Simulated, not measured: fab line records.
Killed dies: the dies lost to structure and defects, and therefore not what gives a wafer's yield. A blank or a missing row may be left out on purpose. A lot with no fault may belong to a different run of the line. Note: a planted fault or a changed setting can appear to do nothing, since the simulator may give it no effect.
Chamber matching -- flow n5-finfet -- N5_BEOL_M4_DESCUM_16 on rie-diel-06 has 4 sister chambers
The step chemistry O2, time 7 s. 18 wafers are shown with their chamber, then 9 later ones without.

== WAFERS WITH THEIR CHAMBER ==
wafer,chamber,drypump-motor-current-A (A),showerhead-plenum-p-Torr (Torr),throttle-valve-pct (%)
L076.1,2,6.8,2.08,20.86
L076.3,3,5.4,2.12,20.27
L076.5,2,6.8,2.08,20.86
L075.3,3,5.4,2.12,20.28
L075.5,3,5.4,2.12,20.26
L075.6,2,6.9,2.08,20.86
L078.1,0,5.8,2.10,20.54
L078.4,1,5.8,2.02,20.67
L078.5,1,5.8,2.02,20.66
L079.2,0,5.8,2.10,20.55
L079.4,1,5.8,2.02,20.69
L079.6,2,6.8,2.08,20.88
L081.1,1,5.8,2.02,20.69
L081.2,3,5.4,2.11,20.29
L081.5,3,5.4,2.11,20.29
L086.1,3,5.4,2.11,20.28
L086.3,0,5.8,2.10,20.56
L086.4,1,5.8,2.02,20.71

SIGNATURES, as means of the wafers listed above
reading,chamber 0,chamber 1,chamber 2,chamber 3,scatter within a chamber
drypump-motor-current-A,5.800,5.800,6.825,5.400,0.0231
showerhead-plenum-p-Torr,2.1000,2.0200,2.0800,2.1150,0.00327
throttle-valve-pct,20.5500,20.6840,20.8650,20.2783,0.0139
Rule: for each reading, subtract the chamber's mean from the wafer's reading, divide by that reading's scatter and square the result; add these up over the readings and take the root, which gives the wafer's distance from the chamber. If the next closest chamber is less than 2 further off than the closest, the wafer can't be placed; otherwise it belongs to the closest. How the scatter is found: for the shown wafers, subtract from each reading the mean of its chamber, square and add these, divide the total by (wafers less chambers), then take the root.

== WAFERS WHOSE CHAMBER IS MISSING ==
wafer,drypump-motor-current-A (A),showerhead-plenum-p-Torr (Torr),throttle-valve-pct (%)
L089.1,5.7,2.09,20.60
L089.4,5.7,2.09,20.57
L089.6,5.4,2.10,20.31
L092.1,6.8,2.07,20.92
L092.4,5.4,2.10,20.30
L092.5,6.8,2.07,20.92
L097.2,5.8,2.01,20.74
L097.4,5.7,2.09,20.60
L097.6,5.4,2.10,20.33

== CHAMBER TAKEN BY EACH ==
wafer,from the rows above,in truth
L089.1,0,0
L089.4,0,0
L089.6,3,3
L092.1,2,2
L092.4,3,3
L092.5,2,2
L097.2,1,1
L097.4,0,0
L097.6,3,3
Correct placement for 9 of the 9. Left unplaced by these rows: 0. Placed wrongly: 0.
